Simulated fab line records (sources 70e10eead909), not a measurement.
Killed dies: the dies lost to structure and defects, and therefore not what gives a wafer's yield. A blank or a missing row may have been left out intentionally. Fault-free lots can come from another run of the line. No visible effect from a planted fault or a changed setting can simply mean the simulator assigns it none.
Which tool is to blame?	flow nand harc	Sampling: 23 lots, 69 wafers, 6 of 1302 route steps

WHAT THE GAUGES READ, wafer by wafer
No reading from a measuring or inspecting step in the record can be judged against a usual standard deviation.

TOOL THAT RAN EACH LOT (tool first, then ch and the chambers of the sampled wafers, then the start)
lot	NHARC_A_STAIRCASE_DEP_259	NHARC_A_STAIRCASE_DESCUM_270	NHARC_A_STAIRCASE_ETCH_271	NHARC_A_STAIRCASE_CMP_450	NHARC_A_STAIRCASE_CMP_152	NHARC_A_STAIRCASE_ETCHBACK_422
L075	pecvd-01 ch 0,2, day 16 12:08	rie diel-13 ch 1,3, day 16 13:07	rie diel-13 ch 0,1,3, day 16 13:13	cmp-03 ch 0,2, day 19 11:38	cmp-03 ch 0,2, day 19 11:43	rie diel-02 ch 0,2, day 19 12:10
L074	pecvd-02 ch 0,1,2, day 16 13:15	rie diel-02 ch 0,1,2, day 16 14:07	rie diel-02 ch 1,2,3, day 16 14:11	cmp-02 ch 0,2,3, day 19 11:26	cmp-02 ch 0,2,3, day 19 11:31	rie diel-12 ch 0,1,3, day 19 11:59
L076	pecvd-01 ch 0,1, day 17 08:46	rie diel-13 ch 1,3, day 17 09:44	rie diel-13 ch 0,2, day 17 09:50	cmp-01 ch 1,3, day 19 23:04	cmp-01 ch 1,3, day 19 23:09	rie diel-02 ch 0,1,2, day 19 23:36
L077	pecvd-04 ch 0,2, day 18 03:56	rie diel-12 ch 1,2, day 18 04:52	rie diel-12 ch 2,3, day 18 04:59	cmp-01 ch 0,2,3, day 20 20:29	cmp-01 ch 0,2,3, day 20 20:33	rie diel-13 ch 1,2, day 20 21:03
L079	pecvd-04 ch 0,2, day 18 09:31	rie diel-13 ch 1,2,3, day 18 10:34	rie diel-13 ch 0,1,3, day 18 10:39	cmp-01 ch 0,1,3, day 21 04:47	cmp-01 ch 0,1,3, day 21 04:52	rie diel-13 ch 0,1,3, day 21 05:20
L078	pecvd-01 ch 0,1,2, day 18 10:05	rie diel-02 ch 0,1, day 18 10:59	rie diel-02 ch 0,1, day 18 11:04	cmp-03 ch 0,2,3, day 21 16:01	cmp-03 ch 0,2,3, day 21 16:05	rie diel-13 ch 1,2, day 21 16:31
L081	pecvd-01 ch 1,2, day 19 06:06	rie diel-02 ch 1,2, day 19 07:11	rie diel-02 ch 0,1,2, day 19 07:53	cmp-01 ch 1,3, day 22 06:04	cmp-01 ch 1,3, day 22 06:08	rie diel-12 ch 0,1,3, day 22 06:37
L080	pecvd-01 ch 0,1, day 19 08:37	rie diel-12 ch 0,2, day 19 09:35	rie diel-12 ch 0,2, day 19 09:40	cmp-02 ch 1,2, day 22 08:55	cmp-02 ch 1,2, day 22 08:59	rie diel-13 ch 0,1,2, day 22 09:29
L082	pecvd-01 ch 0,2, day 19 16:52	rie diel-13 ch 1,2,3, day 19 17:44	rie diel-13 ch 0,2,3, day 19 17:49	cmp-02 ch 0,2,3, day 22 16:41	cmp-02 ch 0,2,3, day 22 16:45	rie diel-12 ch 0,2,3, day 22 17:14
L083	pecvd-01 ch 1,2, day 19 21:34	rie diel-13 ch 0,1,2, day 19 22:26	rie diel-13 ch 0,1, day 19 22:30	cmp-01 ch 1,2,3, day 22 16:25	cmp-01 ch 1,2,3, day 22 16:29	rie diel-12 ch 1,2, day 22 17:00
L084	pecvd-04 ch 0,1, day 20 14:37	rie diel-02 ch 0,1, day 20 15:35	rie diel-02 ch 0,3, day 20 15:41	cmp-02 ch 0,1,2, day 23 06:49	cmp-02 ch 0,1,2, day 23 06:54	rie diel-12 ch 0,3, day 23 07:23
L085	pecvd-01 ch 0,1,2, day 20 23:17	rie diel-12 ch 1,2, day 21 00:10	rie diel-12 ch 1,2,3, day 21 00:17	cmp-02 ch 0,2,3, day 23 22:14	cmp-02 ch 0,2,3, day 23 22:19	rie diel-12 ch 0,1,2, day 23 22:46
L086	pecvd-01 ch 0,1,2, day 21 11:49	rie diel-13 ch 0,1,3, day 21 12:37	rie diel-13 ch 2,3, day 21 12:41	cmp-01 ch 0,1,3, day 24 05:14	cmp-01 ch 0,1,3, day 24 05:19	rie diel-13 ch 0,1,3, day 24 05:46
L087	pecvd-02 ch 0,2, day 21 11:54	rie diel-12 ch 1,2,3, day 21 12:53	rie diel-12 ch 0,1,3, day 21 12:59	cmp-02 ch 0,1,3, day 24 06:13	cmp-02 ch 0,1,3, day 24 06:17	rie diel-13 ch 0,1,2, day 24 06:45
L088	pecvd-04 ch 0,1,2, day 22 15:06	rie diel-13 ch 0,1, day 22 16:06	rie diel-13 ch 0,1,3, day 22 16:11	cmp-03 ch 0,2, day 25 16:25	cmp-03 ch 0,2, day 25 16:29	rie diel-12 ch 0,1,2, day 25 16:58
L089	pecvd-04 ch 0,1,2, day 22 21:23	rie diel-12 ch 0,2, day 22 22:22	rie diel-12 ch 1,3, day 22 22:28	cmp-01 ch 0,1,3, day 25 16:41	cmp-01 ch 0,1,3, day 25 16:46	rie diel-02 ch 0,1,2, day 25 17:13
L090	pecvd-04 ch 0,1,2, day 23 06:26	rie diel-13 ch 1,2,3, day 23 07:17	rie diel-13 ch 1,2, day 23 07:22	cmp-01 ch 1,3, day 26 03:02	cmp-01 ch 1,3, day 26 03:07	rie diel-13 ch 1,2,3, day 26 03:34
L091	pecvd-02 ch 0,2, day 23 08:16	rie diel-12 ch 0,1,3, day 23 09:16	rie diel-12 ch 0,1,2, day 23 09:20	cmp-03 ch 0,1,2, day 26 02:15	cmp-03 ch 0,1,2, day 26 02:19	rie diel-13 ch 1,3, day 26 02:48
L092	pecvd-04 ch 0,2, day 23 16:41	rie diel-13 ch 2,3, day 23 17:35	rie diel-13 ch 0,1,2, day 23 17:40	cmp-01 ch 0,2,3, day 26 16:54	cmp-01 ch 0,2,3, day 26 16:59	rie diel-13 ch 0,2, day 26 17:27
L093	pecvd-01 ch 1,2, day 24 05:01	rie diel-12 ch 2,3, day 24 05:56	rie diel-12 ch 1,2, day 24 06:02	cmp-01 ch 0,1, day 27 03:46	cmp-01 ch 0,1, day 27 03:51	rie diel-02 ch 0,1,2, day 27 04:26
L094	pecvd-04 ch 0,2, day 25 02:52	rie diel-12 ch 0,2,3, day 25 03:49	rie diel-12 ch 0,1,3, day 25 03:54	cmp-02 ch 0,2,3, day 27 15:29	cmp-02 ch 0,2,3, day 27 15:34	rie diel-13 ch 0,1,3, day 27 16:01
L095	pecvd-02 ch 0,1,2, day 25 03:29	rie diel-12 ch 2,3, day 25 04:16	rie diel-12 ch 0,2,3, day 25 04:22	cmp-03 ch 1,2,3, day 27 17:33	cmp-03 ch 1,2,3, day 27 17:38	rie diel-12 ch 0,2,3, day 27 18:05
L097	pecvd-01 ch 1,2, day 25 21:39	rie diel-02 ch 1,2,3, day 25 22:37	rie diel-02 ch 1,2, day 25 22:59	cmp-02 ch 0,1,2, day 28 17:39	cmp-02 ch 0,1,2, day 28 17:43	rie diel-02 ch 0,1,3, day 28 18:12
- NHARC_A_STAIRCASE_DEP_259: deposits SiON, target thk 30 nm.
- NHARC_A_STAIRCASE_DESCUM_270: chemistry O2, time 3 s.
- NHARC_A_STAIRCASE_ETCH_271: etches the open film in CF4/CHF3.
- NHARC_A_STAIRCASE_CMP_450: polishes SiO2, target thk 200 nm.
- NHARC_A_STAIRCASE_CMP_152: polishes.
- NHARC_A_STAIRCASE_ETCHBACK_422: etches the open film in CH3F/O2, target depth 40 nm, time 74.286 s.

WHAT THE TOOLS THEMSELVES READ (means of the sampled wafers that have a number; where no wafer has one, the mark that the record gives instead)
NHARC_A_STAIRCASE_DEP_259. Usual: 736 W for heater power w, sd 130.
lot	tool	heater power w (W)	flag
L075	pecvd-01	649	
L074	pecvd-02	719	
L076	pecvd-01	737	
L077	pecvd-04	767	
L079	pecvd-04	690	
L078	pecvd-01	714	
L081	pecvd-01	795	
L080	pecvd-01	718	
L082	pecvd-01	665	
L083	pecvd-01	917	
L084	pecvd-04	772	
L085	pecvd-01	703	
L086	pecvd-01	736	
L087	pecvd-02	649	
L088	pecvd-04	715	
L089	pecvd-04	739	
L090	pecvd-04	757	
L091	pecvd-02	612	
L092	pecvd-04	808	
L093	pecvd-01	817	
L094	pecvd-04	743	
L095	pecvd-02	703	
L097	pecvd-01	816	

NHARC_A_STAIRCASE_DESCUM_270. Usual: drypump motor current A 5.7 A, standard deviation 0.58; oes product au 1.002 a.u., standard deviation 0.0093; rf vpp V 57.7 V, standard deviation 0.84; showerhead plenum p Torr 1.90 Torr, standard deviation 0.098; throttle valve pct 11.311 %, standard deviation 0.0099.
lot	tool	drypump motor current A (A)	oes product au (a.u.)	rf vpp V (V)	showerhead plenum p Torr (Torr)	throttle valve pct (%)	flag
L075	rie diel-13	5.7	1.003	57.6	1.92	11.302	
L074	rie diel-02	5.8	1.005	58.1	1.90	11.305	
L076	rie diel-13	6.0	1.007	57.4	1.86	11.319	
L077	rie diel-12	5.6	1.012	57.5	1.80	11.317	
L079	rie diel-13	5.7	1.010	56.8	1.86	11.311	
L078	rie diel-02	5.3	0.983	58.7	2.07	11.313	
L081	rie diel-02	5.5	0.997	58.7	2.00	11.314	
L080	rie diel-12	5.0	1.001	57.3	1.78	11.308	
L082	rie diel-13	5.7	0.994	57.5	1.86	11.311	
L083	rie diel-13	5.9	0.995	57.3	1.83	11.305	
L084	rie diel-02	5.3	1.003	58.9	2.06	11.308	
L085	rie diel-12	6.1	1.011	58.1	1.94	11.319	
L086	rie diel-13	6.0	1.001	56.9	1.88	11.314	
L087	rie diel-12	5.8	1.013	57.4	1.97	11.297	
L088	rie diel-13	6.2	1.002	57.9	1.85	11.297	
L089	rie diel-12	5.0	1.010	58.4	1.88	11.311	
L090	rie diel-13	5.7	1.003	57.9	1.85	11.313	
L091	rie diel-12	5.7	0.987	57.7	1.87	11.304	
L092	rie diel-13	5.3	0.997	57.6	1.86	11.314	
L093	rie diel-12	5.5	0.998	57.6	1.99	11.303	
L094	rie diel-12	5.2	0.996	57.6	1.93	11.313	
L095	rie diel-12	5.3	1.001	58.0	2.03	11.312	
L097	rie diel-02	5.8	0.992	58.4	1.91	11.313	

NHARC_A_STAIRCASE_ETCH_271. Usual: bias w 200.0 W, standard deviation 0.58; drypump motor current A 5.7 A, standard deviation 0.57; oes product au 0.958 a.u., standard deviation 0.021; rf vpp V 370.3 V, standard deviation 2.7; showerhead plenum p Torr 1.57 Torr, standard deviation 0.08; throttle valve pct 16.803 %, standard deviation 0.0093.
lot	tool	bias w (W)	drypump motor current A (A)	oes product au (a.u.)	rf vpp V (V)	showerhead plenum p Torr (Torr)	throttle valve pct (%)	flag
L075	rie diel-13	199.9	6.0	0.958	370.4	1.56	16.798	
L074	rie diel-02	200.0	5.8	0.967	369.1	1.51	16.816	
L076	rie diel-13	199.6	5.9	0.977	370.1	1.54	16.804	
L077	rie diel-12	200.2	5.5	0.950	369.7	1.57	16.801	
L079	rie diel-13	199.6	6.0	0.973	369.1	1.55	16.798	
L078	rie diel-02	200.7	5.5	0.946	374.4	1.69	16.803	
L081	rie diel-02	200.1	5.8	0.918	372.8	1.64	16.794	
L080	rie diel-12	200.0	5.0	0.961	367.5	1.47	16.807	
L082	rie diel-13	200.0	5.6	0.966	370.5	1.56	16.806	
L083	rie diel-13	199.7	6.3	0.972	368.3	1.50	16.805	
L084	rie diel-02	199.7	5.8	0.966	371.7	1.63	16.803	
L085	rie diel-12	200.1	5.8	0.929	372.2	1.62	16.808	
L086	rie diel-13	200.4	5.3	0.983	369.7	1.54	16.800	
L087	rie diel-12	200.4	5.7	0.969	370.3	1.54	16.803	
L088	rie diel-13	199.8	6.0	0.952	369.9	1.55	16.798	
L089	rie diel-12	199.6	6.0	0.966	371.0	1.59	16.803	
L090	rie diel-13	200.0	6.0	0.978	366.3	1.48	16.803	
L091	rie diel-12	200.0	5.5	0.933	369.7	1.57	16.805	
L092	rie diel-13	200.1	5.9	0.969	368.0	1.50	16.797	
L093	rie diel-12	200.5	6.0	0.981	371.0	1.59	16.798	
L094	rie diel-12	199.3	5.7	0.923	369.1	1.54	16.800	
L095	rie diel-12	199.5	5.2	0.921	371.1	1.59	16.803	
L097	rie diel-02	199.8	6.1	0.942	371.1	1.58	16.804	

NHARC_A_STAIRCASE_CMP_450. Usual: motor current A 12.3 A, standard deviation 1.3; slurry flow ml min 150.0, standard deviation 0.46.
lot	tool	motor current A (A)	slurry flow ml min	flag
L075	cmp-03	10.7	150.1	
L074	cmp-02	11.4	150.1	
L076	cmp-01	13.6	149.8	
L077	cmp-01	11.4	150.3	
L079	cmp-01	13.4	149.9	
L078	cmp-03	11.8	149.8	
L081	cmp-01	13.5	149.6	
L080	cmp-02	12.8	149.7	
L082	cmp-02	11.7	150.3	
L083	cmp-01	12.6	150.3	
L084	cmp-02	12.2	149.6	
L085	cmp-02	11.6	149.7	
L086	cmp-01	12.6	150.5	
L087	cmp-02	12.4	150.0	
L088	cmp-03	11.1	149.5	
L089	cmp-01	12.9	150.3	
L090	cmp-01	12.6	150.1	
L091	cmp-03	11.8	149.9	
L092	cmp-01	11.8	149.8	
L093	cmp-01	13.0	149.8	
L094	cmp-02	11.8	150.3	
L095	cmp-03	13.1	150.0	
L097	cmp-02	12.2	149.7	

NHARC_A_STAIRCASE_CMP_152. Usual: motor current A 12.3 A, standard deviation 1.4; slurry flow ml min 150.0, standard deviation 0.45.
lot	tool	motor current A (A)	slurry flow ml min	flag
L075	cmp-03	10.9	150.3	
L074	cmp-02	11.7	149.9	
L076	cmp-01	13.8	150.4	
L077	cmp-01	11.6	150.1	
L079	cmp-01	12.7	150.1	
L078	cmp-03	12.4	150.1	
L081	cmp-01	13.7	149.8	
L080	cmp-02	12.4	150.4	
L082	cmp-02	11.6	149.9	
L083	cmp-01	12.3	150.1	
L084	cmp-02	12.2	150.1	
L085	cmp-02	11.9	150.3	
L086	cmp-01	12.9	150.0	
L087	cmp-02	12.7	150.1	
L088	cmp-03	11.0	150.4	
L089	cmp-01	12.7	150.0	
L090	cmp-01	12.8	149.6	
L091	cmp-03	11.6	149.9	
L092	cmp-01	11.5	150.3	
L093	cmp-01	13.2	150.0	
L094	cmp-02	11.6	149.7	
L095	cmp-03	13.0	149.6	
L097	cmp-02	11.8	150.0	

NHARC_A_STAIRCASE_ETCHBACK_422. Usual: bias w 99.97 W, standard deviation 0.29; ch3f flow sccm 49.99 sccm, standard deviation 0.16; drypump motor current A 5.7 A, standard deviation 0.56; oes product au 0.95 a.u., standard deviation 0.034; rf vpp V 244.1 V, standard deviation 1.9; showerhead plenum p Torr 2.45 Torr, standard deviation 0.13; throttle valve pct 20.663 %, standard deviation 0.0093.
lot	tool	bias w (W)	ch3f flow sccm (sccm)	drypump motor current A (A)	oes product au (a.u.)	rf vpp V (V)	showerhead plenum p Torr (Torr)	throttle valve pct (%)	flag
L075	rie diel-02	100.19	49.84	6.3	1.00	245.0	2.48	20.665	
L074	rie diel-12	100.10	49.97	5.7	0.93	243.7	2.42	20.664	
L076	rie diel-02	99.75	49.91	5.8	0.92	246.2	2.56	20.667	
L077	rie diel-13	100.03	49.94	5.6	0.93	242.3	2.32	20.673	
L079	rie diel-13	99.95	49.94	6.0	0.92	243.7	2.42	20.664	
L078	rie diel-13	100.06	49.93	6.0	0.93	242.3	2.30	20.662	
L081	rie diel-12	100.23	50.03	5.7	0.97	243.1	2.41	20.666	
L080	rie diel-13	99.68	49.86	5.9	0.92	242.7	2.35	20.658	
L082	rie diel-12	99.85	50.10	5.3	0.96	244.2	2.49	20.657	
L083	rie diel-12	99.89	49.97	5.6	0.93	245.0	2.57	20.663	
L084	rie diel-12	99.69	49.94	5.2	1.00	242.9	2.37	20.668	
L085	rie diel-12	99.75	49.97	5.5	1.00	244.2	2.45	20.661	
L086	rie diel-13	100.07	50.06	6.0	0.93	244.0	2.41	20.657	
L087	rie diel-13	99.87	49.95	5.9	0.98	242.7	2.34	20.667	
L088	rie diel-12	100.17	49.91	5.5	0.93	244.5	2.44	20.655	
L089	rie diel-02	99.57	49.98	5.8	1.00	246.4	2.54	20.665	
L090	rie diel-13	100.07	49.95	5.7	0.93	243.1	2.37	20.653	
L091	rie diel-13	100.15	50.03	6.0	1.00	241.2	2.36	20.658	
L092	rie diel-13	99.57	49.86	5.9	0.97	242.8	2.39	20.662	
L093	rie diel-02	100.05	50.00	5.8	0.93	246.3	2.54	20.663	
L094	rie diel-13	100.18	50.09	6.0	1.00	244.3	2.40	20.660	
L095	rie diel-12	100.02	49.75	5.3	1.00	245.8	2.60	20.662	
L097	rie diel-02	99.92	50.06	5.6	0.93	244.9	2.52	20.668	

THE ANSWER, worked out from the rows above alone
Rule: lot off if the mean of its wafers having a number is beyond 3 standard deviations from the usual mean. Also off: a lot with no number at a reading for which 4 or more lots have one. The other lots that the step has rows for count as sound. The gauges are gone through in route order, then the tools' own readings, and for those a lot's mean is taken as printed above. The first step at which some lot is off is used, and at that step the reading that is off furthest; a lot without a number counts as furthest.
Across all readings shown, no lot is off: no conclusion can be drawn from this.

WHAT THE SIMULATOR HAD INSERTED
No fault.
